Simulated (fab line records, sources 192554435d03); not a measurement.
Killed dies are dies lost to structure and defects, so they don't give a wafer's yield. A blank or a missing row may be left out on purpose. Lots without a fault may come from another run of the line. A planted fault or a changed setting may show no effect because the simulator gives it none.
Which tool did it? | flow n5_finfet | 12 lots, 36 wafers sampled, at 2 steps of a route of 1938

WHAT THE GAUGES READ, wafer by wafer
N5_PMOS_HMC_CHANNEL_EPI_OVL_MEAS_10.
lot  | measured    | on         | PMOS_HMC_BLK_OVL (nm)
L075 | day 1 23:37 | overlay-02 | 0.7 1.3 0.8
L077 | day 2 11:28 | overlay-01 | 1.1 -0.2 -0.3
L079 | day 2 23:30 | overlay-01 | 0.5 0.3 0.2
L081 | day 3 11:22 | overlay-02 | 0.4 1.3 0.6
L083 | day 3 23:38 | overlay-02 | 0.1 0.4 1.0
L085 | day 4 11:31 | overlay-02 | 0.9 0.6 -0.7
L087 | day 4 23:30 | overlay-02 | 1.5 0.7 1.0
L089 | day 5 11:33 | overlay-01 | 0.7 0.7 -0.1
L091 | day 5 23:14 | overlay-02 | -0.1 0.0 -0.1
L093 | day 6 12:47 | overlay-02 | 0.7 1.1 0.1
L095 | day 6 23:24 | overlay-02 | 0.7 -0.2 -0.7
L097 | day 7 11:32 | overlay-01 | -0.2 -1.8 -1.2

WHICH TOOL RAN EACH LOT (tool, then ch and the chambers of the sampled wafers, then the start)
lot  | N5_ZERO_LAYER_ETCH_18
L075 | rie_si-06 ch 0,3, day 1 18:55
L077 | rie_si-01 ch 1,2,3, day 2 06:48
L079 | rie_si-01 ch 1,2,3, day 2 18:53
L081 | rie_si-06 ch 0,2,3, day 3 07:13
L083 | rie_si-05 ch 1,2,3, day 3 19:09
L085 | rie_si-05 ch 1,2,3, day 4 06:49
L087 | rie_si-05 ch 0,1,3, day 4 18:55
L089 | rie_si-01 ch 0,2,3, day 5 06:55
L091 | rie_si-06 ch 0,3, day 5 18:47
L093 | rie_si-05 ch 1,2,3, day 6 06:47
L095 | rie_si-01 ch 0,3, day 6 18:49
L097 | rie_si-01 ch 0,1,3, day 7 06:55
- N5_ZERO_LAYER_ETCH_18: etches Si in HBr/Cl2, target depth 120 nm, time 40 s.

THE ANSWER, worked out from the rows above alone
Rule: what is usual is taken from the lots themselves. Put in order of their means at a reading, lots are off if they are a third of the lots or fewer, leave a main group of 4 or more, and stand apart from it by a gap of 3 or more times the standard deviation of the main group's means; of several such gaps the widest counts. A main group whose means are all the same, to the digits that the tables above print for the reading, isn't used. A lot without any number at a reading at which 4 lots or more have one is off too. The other lots that the step has rows for count as sound.
No lot is off at any reading shown: from this, nothing can be told.

WHAT THE SIMULATOR HAD PUT IN
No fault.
